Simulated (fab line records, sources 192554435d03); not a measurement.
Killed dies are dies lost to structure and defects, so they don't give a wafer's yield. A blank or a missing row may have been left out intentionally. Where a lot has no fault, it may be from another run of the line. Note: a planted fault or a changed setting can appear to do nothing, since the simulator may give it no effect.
The tool behind it: which one? || flow n5_finfet || 27 wafers from 9 lots sampled at 7 of the route's 1938 steps

## WHAT THE GAUGES SHOWED, per wafer
N5_BEOL_M8_INSPECT_58: inspects for defects (darkfield).
{"lot": "L345", "measured": "day 10 03:05", "on": "defect_inspect-01", "raw_defect_count": "54 43 62"}
{"lot": "L350", "measured": "day 11 15:44", "on": "defect_inspect-01", "raw_defect_count": "1185 1145 1138"}
{"lot": "L349", "measured": "day 11 16:35", "on": "defect_inspect-02", "raw_defect_count": "1253 1198 1108"}
{"lot": "L358", "measured": "day 14 02:47", "on": "defect_inspect-01", "raw_defect_count": "55 160 64"}
{"lot": "L359", "measured": "day 14 05:49", "on": "defect_inspect-02", "raw_defect_count": "83 122 87"}
{"lot": "L361", "measured": "day 14 19:37", "on": "defect_inspect-02", "raw_defect_count": "59 68 62"}
{"lot": "L363", "measured": "day 15 09:50", "on": "defect_inspect-01", "raw_defect_count": "73 138 65"}
{"lot": "L365", "measured": "day 15 11:07", "on": "defect_inspect-01", "raw_defect_count": "100 98 86"}
{"lot": "L364", "measured": "day 15 15:32", "on": "defect_inspect-01", "raw_defect_count": "68 42 38"}

N5_BEOL_M9_INSPECT_13: inspects for defects (brightfield).
{"lot": "L345", "measured": "day 10 05:10", "on": "defect_inspect-01", "raw_defect_count": "507 396 500"}
{"lot": "L350", "measured": "day 11 17:37", "on": "defect_inspect-02", "raw_defect_count": "1486 1427 1483"}
{"lot": "L349", "measured": "day 11 18:50", "on": "defect_inspect-02", "raw_defect_count": "1576 1449 1343"}
{"lot": "L358", "measured": "day 14 05:29", "on": "defect_inspect-01", "raw_defect_count": "449 570 353"}
{"lot": "L359", "measured": "day 14 12:11", "on": "defect_inspect-01", "raw_defect_count": "439 505 405"}
{"lot": "L361", "measured": "day 14 22:14", "on": "defect_inspect-02", "raw_defect_count": "361 485 471"}
{"lot": "L363", "measured": "day 15 12:16", "on": "defect_inspect-01", "raw_defect_count": "480 448 494"}
{"lot": "L365", "measured": "day 15 12:48", "on": "defect_inspect-01", "raw_defect_count": "456 427 495"}
{"lot": "L364", "measured": "day 15 18:32", "on": "defect_inspect-02", "raw_defect_count": "421 403 398"}

N5_BEOL_M9_INSPECT_30: inspects for defects (brightfield).
{"lot": "L345", "measured": "day 10 06:52", "on": "defect_inspect-01", "raw_defect_count": "499 389 513"}
{"lot": "L350", "measured": "day 11 20:18", "on": "defect_inspect-01", "raw_defect_count": "1453 1420 1474"}
{"lot": "L349", "measured": "day 11 20:29", "on": "defect_inspect-01", "raw_defect_count": "1561 1449 1319"}
{"lot": "L358", "measured": "day 14 11:45", "on": "defect_inspect-01", "raw_defect_count": "481 588 373"}
{"lot": "L359", "measured": "day 14 14:35", "on": "defect_inspect-02", "raw_defect_count": "498 505 420"}
{"lot": "L361", "measured": "day 15 00:38", "on": "defect_inspect-01", "raw_defect_count": "340 504 477"}
{"lot": "L363", "measured": "day 15 13:17", "on": "defect_inspect-01", "raw_defect_count": "490 440 481"}
{"lot": "L365", "measured": "day 15 13:41", "on": "defect_inspect-02", "raw_defect_count": "479 468 537"}
{"lot": "L364", "measured": "day 15 21:15", "on": "defect_inspect-01", "raw_defect_count": "406 367 374"}

## EACH LOT AND THE TOOL THAT RAN IT (in order: tool; ch and the chambers of the sampled wafers; start)
{"lot": "L345", "N5_BEOL_M8_STRIP_36": "rie_diel-03 ch 1,2,3, day 10 00:21", "N5_BEOL_M8_CMP_52": "cmp-03 ch 0,2,3, day 10 02:42", "N5_BEOL_M9_CURE_71": "uv_cure-01 ch 1, day 10 03:17", "N5_BEOL_M9_PECVD_70": "pecvd-01 ch 1,2, day 10 03:45"}
{"lot": "L350", "N5_BEOL_M8_STRIP_36": "rie_diel-04 ch 0,1, day 11 11:44", "N5_BEOL_M8_CMP_52": "cmp-03 ch 0,1,2, day 11 15:17", "N5_BEOL_M9_CURE_71": "uv_cure-03 ch 0, day 11 15:56", "N5_BEOL_M9_PECVD_70": "pecvd-04 ch 1,2, day 11 16:24"}
{"lot": "L349", "N5_BEOL_M8_STRIP_36": "rie_diel-03 ch 0,2, day 11 13:26", "N5_BEOL_M8_CMP_52": "cmp-03 ch 0,1,3, day 11 16:14", "N5_BEOL_M9_CURE_71": "uv_cure-02 ch 2, day 11 16:52", "N5_BEOL_M9_PECVD_70": "pecvd-01 ch 0,2, day 11 17:44"}
{"lot": "L358", "N5_BEOL_M8_STRIP_36": "rie_diel-04 ch 1,2, day 13 22:20", "N5_BEOL_M8_CMP_52": "cmp-04 ch 2,3, day 14 02:20", "N5_BEOL_M9_CURE_71": "uv_cure-02 ch 0, day 14 02:59", "N5_BEOL_M9_PECVD_70": "pecvd-03 ch 0,2, day 14 03:27"}
{"lot": "L359", "N5_BEOL_M8_STRIP_36": "rie_diel-04 ch 0,1,3, day 14 02:18", "N5_BEOL_M8_CMP_52": "cmp-01 ch 1,2,3, day 14 05:24", "N5_BEOL_M9_CURE_71": "uv_cure-01 ch 2, day 14 06:04", "N5_BEOL_M9_PECVD_70": "pecvd-01 ch 0,1,2, day 14 06:32"}
{"lot": "L361", "N5_BEOL_M8_STRIP_36": "rie_diel-03 ch 0,1, day 14 15:14", "N5_BEOL_M8_CMP_52": "cmp-01 ch 2,3, day 14 19:10", "N5_BEOL_M9_CURE_71": "uv_cure-02 ch 2, day 14 19:44", "N5_BEOL_M9_PECVD_70": "pecvd-01 ch 0,1, day 14 20:17"}
{"lot": "L363", "N5_BEOL_M8_STRIP_36": "rie_diel-03 ch 0,1,2, day 15 07:25", "N5_BEOL_M8_CMP_52": "cmp-03 ch 1,2,3, day 15 09:23", "N5_BEOL_M9_CURE_71": "uv_cure-03 ch 2, day 15 10:02", "N5_BEOL_M9_PECVD_70": "pecvd-01 ch 0,2, day 15 10:30"}
{"lot": "L365", "N5_BEOL_M8_STRIP_36": "rie_diel-01 ch 1,2,3, day 15 07:34", "N5_BEOL_M8_CMP_52": "cmp-03 ch 1,2,3, day 15 10:40", "N5_BEOL_M9_CURE_71": "uv_cure-01 ch 2, day 15 11:14", "N5_BEOL_M9_PECVD_70": "pecvd-03 ch 0,1, day 15 11:47"}
{"lot": "L364", "N5_BEOL_M8_STRIP_36": "rie_diel-01 ch 1,2,3, day 15 12:14", "N5_BEOL_M8_CMP_52": "cmp-04 ch 0,2, day 15 15:07", "N5_BEOL_M9_CURE_71": "uv_cure-03 ch 2, day 15 15:44", "N5_BEOL_M9_PECVD_70": "pecvd-04 ch 1,2, day 15 16:12"}
- N5_BEOL_M8_STRIP_36: strips in N2/H2.
- N5_BEOL_M8_CMP_52: polishes, stops on SiCOH lowk, t overpolish 6.9 s, target thk 80 nm.
- N5_BEOL_M9_CURE_71: cures SiCOH lowk, time 240 s.
- N5_BEOL_M9_PECVD_70: deposits SiO2 from TEOS/O2, target thk 20 nm, time 22.7 s.

## WHAT THE TOOLS THEMSELVES READ (means of the sampled wafers that have a number; where no wafer has one, the mark that the record gives instead)
N5_BEOL_M8_STRIP_36.
{"lot": "L345", "tool": "rie_diel-03", "chamber_pressure_mTorr (mTorr)": 19.99, "drypump_motor_current_A (A)": 5.7, "oes_product_au (a.u.)": 0.70, "rf_vpp_V (V)": 59.7, "showerhead_plenum_p_Torr (Torr)": 2.55, "throttle_valve_pct (%)": 23.6}
{"lot": "L350", "tool": "rie_diel-04", "chamber_pressure_mTorr (mTorr)": 19.97, "drypump_motor_current_A (A)": 5.6, "oes_product_au (a.u.)": 0.91, "rf_vpp_V (V)": 59.6, "showerhead_plenum_p_Torr (Torr)": 2.55, "throttle_valve_pct (%)": 23.6}
{"lot": "L349", "tool": "rie_diel-03", "chamber_pressure_mTorr (mTorr)": 19.96, "drypump_motor_current_A (A)": 6.0, "oes_product_au (a.u.)": 0.78, "rf_vpp_V (V)": 57.7, "showerhead_plenum_p_Torr (Torr)": 2.52, "throttle_valve_pct (%)": 23.3}
{"lot": "L358", "tool": "rie_diel-04", "chamber_pressure_mTorr (mTorr)": 20.03, "drypump_motor_current_A (A)": 5.4, "oes_product_au (a.u.)": 0.84, "rf_vpp_V (V)": 60.2, "showerhead_plenum_p_Torr (Torr)": 2.52, "throttle_valve_pct (%)": 23.5}
{"lot": "L359", "tool": "rie_diel-04", "chamber_pressure_mTorr (mTorr)": 20.00, "drypump_motor_current_A (A)": 5.9, "oes_product_au (a.u.)": 0.80, "rf_vpp_V (V)": 58.5, "showerhead_plenum_p_Torr (Torr)": 2.48, "throttle_valve_pct (%)": 23.6}
{"lot": "L361", "tool": "rie_diel-03", "chamber_pressure_mTorr (mTorr)": 19.99, "drypump_motor_current_A (A)": 5.9, "oes_product_au (a.u.)": 0.91, "rf_vpp_V (V)": 58.6, "showerhead_plenum_p_Torr (Torr)": 2.48, "throttle_valve_pct (%)": 23.5}
{"lot": "L363", "tool": "rie_diel-03", "chamber_pressure_mTorr (mTorr)": 19.98, "drypump_motor_current_A (A)": 6.0, "oes_product_au (a.u.)": 0.83, "rf_vpp_V (V)": 57.9, "showerhead_plenum_p_Torr (Torr)": 2.49, "throttle_valve_pct (%)": 23.4}
{"lot": "L365", "tool": "rie_diel-01", "chamber_pressure_mTorr (mTorr)": 19.99, "drypump_motor_current_A (A)": 6.3, "oes_product_au (a.u.)": 0.78, "rf_vpp_V (V)": 60.9, "showerhead_plenum_p_Torr (Torr)": 2.58, "throttle_valve_pct (%)": 23.8}
{"lot": "L364", "tool": "rie_diel-01", "chamber_pressure_mTorr (mTorr)": 19.98, "drypump_motor_current_A (A)": 6.3, "oes_product_au (a.u.)": 0.78, "rf_vpp_V (V)": 58.2, "showerhead_plenum_p_Torr (Torr)": 2.58, "throttle_valve_pct (%)": 23.8}

N5_BEOL_M8_CMP_52.
{"lot": "L345", "tool": "cmp-03", "barrier_field_endpoint_s (s)": 29.3, "clearing_platen_rpm (rpm)": 49.997, "edge_zone_pressure_frac": 0.999, "motor_current_A (A)": 5.5, "overpolish_run_s (s)": 6.905, "time_to_endpoint_s (s)": 62.5}
{"lot": "L350", "tool": "cmp-03", "barrier_field_endpoint_s (s)": 29.7, "clearing_platen_rpm (rpm)": 49.988, "edge_zone_pressure_frac": 0.999, "motor_current_A (A)": 5.5, "overpolish_run_s (s)": 6.897, "time_to_endpoint_s (s)": 64.5}
{"lot": "L349", "tool": "cmp-03", "barrier_field_endpoint_s (s)": 29.2, "clearing_platen_rpm (rpm)": 50.014, "edge_zone_pressure_frac": 0.998, "motor_current_A (A)": 5.4, "overpolish_run_s (s)": 6.906, "time_to_endpoint_s (s)": 62.8}
{"lot": "L358", "tool": "cmp-04", "barrier_field_endpoint_s (s)": 28.9, "clearing_platen_rpm (rpm)": 50.003, "edge_zone_pressure_frac": 0.998, "motor_current_A (A)": 6.3, "overpolish_run_s (s)": 6.900, "time_to_endpoint_s (s)": 60.9}
{"lot": "L359", "tool": "cmp-01", "barrier_field_endpoint_s (s)": 28.7, "clearing_platen_rpm (rpm)": 49.997, "edge_zone_pressure_frac": 1.003, "motor_current_A (A)": 6.7, "overpolish_run_s (s)": 6.898, "time_to_endpoint_s (s)": 63.8}
{"lot": "L361", "tool": "cmp-01", "barrier_field_endpoint_s (s)": 29.4, "clearing_platen_rpm (rpm)": 49.976, "edge_zone_pressure_frac": 1.002, "motor_current_A (A)": 7.2, "overpolish_run_s (s)": 6.898, "time_to_endpoint_s (s)": 65.8}
{"lot": "L363", "tool": "cmp-03", "barrier_field_endpoint_s (s)": 29.4, "clearing_platen_rpm (rpm)": 50.015, "edge_zone_pressure_frac": 1.001, "motor_current_A (A)": 5.2, "overpolish_run_s (s)": 6.898, "time_to_endpoint_s (s)": 64.0}
{"lot": "L365", "tool": "cmp-03", "barrier_field_endpoint_s (s)": 29.5, "clearing_platen_rpm (rpm)": 49.985, "edge_zone_pressure_frac": 0.999, "motor_current_A (A)": 5.2, "overpolish_run_s (s)": 6.894, "time_to_endpoint_s (s)": 63.4}
{"lot": "L364", "tool": "cmp-04", "barrier_field_endpoint_s (s)": 28.9, "clearing_platen_rpm (rpm)": 49.975, "edge_zone_pressure_frac": 1.002, "motor_current_A (A)": 6.7, "overpolish_run_s (s)": 6.905, "time_to_endpoint_s (s)": 62.4}

N5_BEOL_M9_CURE_71.
{"lot": "L345", "tool": "uv_cure-01", "lamp_power_pct (%)": 52.33, "wafer_temp_C_max": 386.3}
{"lot": "L350", "tool": "uv_cure-03", "lamp_power_pct (%)": 52.33, "wafer_temp_C_max": 386.8}
{"lot": "L349", "tool": "uv_cure-02", "lamp_power_pct (%)": 52.33, "wafer_temp_C_max": 386.1}
{"lot": "L358", "tool": "uv_cure-02", "lamp_power_pct (%)": 52.31, "wafer_temp_C_max": 386.1}
{"lot": "L359", "tool": "uv_cure-01", "lamp_power_pct (%)": 52.29, "wafer_temp_C_max": 387.1}
{"lot": "L361", "tool": "uv_cure-02", "lamp_power_pct (%)": 52.28, "wafer_temp_C_max": 386.3}
{"lot": "L363", "tool": "uv_cure-03", "lamp_power_pct (%)": 52.31, "wafer_temp_C_max": 386.6}
{"lot": "L365", "tool": "uv_cure-01", "lamp_power_pct (%)": 52.31, "wafer_temp_C_max": 386.4}
{"lot": "L364", "tool": "uv_cure-03", "lamp_power_pct (%)": 52.26, "wafer_temp_C_max": 386.8}

N5_BEOL_M9_PECVD_70.
{"lot": "L345", "tool": "pecvd-01", "heater_power_w (W)": 624, "rf_fwd_power_W (W)": 444.5, "showerhead_plenum_p_Torr (Torr)": 8.78, "throttle_valve_pct (%)": 21.1}
{"lot": "L350", "tool": "pecvd-04", "heater_power_w (W)": 840, "rf_fwd_power_W (W)": 446.6, "showerhead_plenum_p_Torr (Torr)": 8.75, "throttle_valve_pct (%)": 20.6}
{"lot": "L349", "tool": "pecvd-01", "heater_power_w (W)": 529, "rf_fwd_power_W (W)": 443.0, "showerhead_plenum_p_Torr (Torr)": 8.80, "throttle_valve_pct (%)": 22.6}
{"lot": "L358", "tool": "pecvd-03", "heater_power_w (W)": 755, "rf_fwd_power_W (W)": 443.0, "showerhead_plenum_p_Torr (Torr)": 8.64, "throttle_valve_pct (%)": 22.0}
{"lot": "L359", "tool": "pecvd-01", "heater_power_w (W)": 623, "rf_fwd_power_W (W)": 444.8, "showerhead_plenum_p_Torr (Torr)": 8.77, "throttle_valve_pct (%)": 22.3}
{"lot": "L361", "tool": "pecvd-01", "heater_power_w (W)": 601, "rf_fwd_power_W (W)": 443.5, "showerhead_plenum_p_Torr (Torr)": 8.76, "throttle_valve_pct (%)": 23.3}
{"lot": "L363", "tool": "pecvd-01", "heater_power_w (W)": 601, "rf_fwd_power_W (W)": 445.2, "showerhead_plenum_p_Torr (Torr)": 8.80, "throttle_valve_pct (%)": 21.5}
{"lot": "L365", "tool": "pecvd-03", "heater_power_w (W)": 660, "rf_fwd_power_W (W)": 444.6, "showerhead_plenum_p_Torr (Torr)": 8.70, "throttle_valve_pct (%)": 21.8}
{"lot": "L364", "tool": "pecvd-04", "heater_power_w (W)": 824, "rf_fwd_power_W (W)": 446.6, "showerhead_plenum_p_Torr (Torr)": 8.74, "throttle_valve_pct (%)": 20.7}

## THE ANSWER, worked out from the rows above alone
Rule: what is usual is taken from the lots themselves. The widest of any qualifying gaps counts: lots, ordered by their means at a reading, are off when they make up no more than a third of the lots, leave a main group of 4 or more, and stand apart from it by 3 or more times the standard deviation of that group's means. A main group is skipped when, at the precision printed for the reading in the tables above, its means are all equal. Also off: a lot with no number at a reading for which 4 or more lots have one. All remaining lots with rows at the step are treated as sound. The gauges are gone through in route order, then the tools' own readings, and for those a lot's mean is taken as printed above. At the first step where some lot is off, the reading lying furthest off is the one used; lots without a number count as furthest.
Off, at N5_BEOL_M8_INSPECT_58 on raw_defect_count: L350, L349. Main group: mean 77, sd 20.
A tool fits if, at a process step before that reading, it ran every lot that is off, and no sound lot after the first of them. The gauges at N5_BEOL_M8_INSPECT_58 are tried like those tools. None of those tried fits.

## WHAT THE SIMULATOR PUT IN
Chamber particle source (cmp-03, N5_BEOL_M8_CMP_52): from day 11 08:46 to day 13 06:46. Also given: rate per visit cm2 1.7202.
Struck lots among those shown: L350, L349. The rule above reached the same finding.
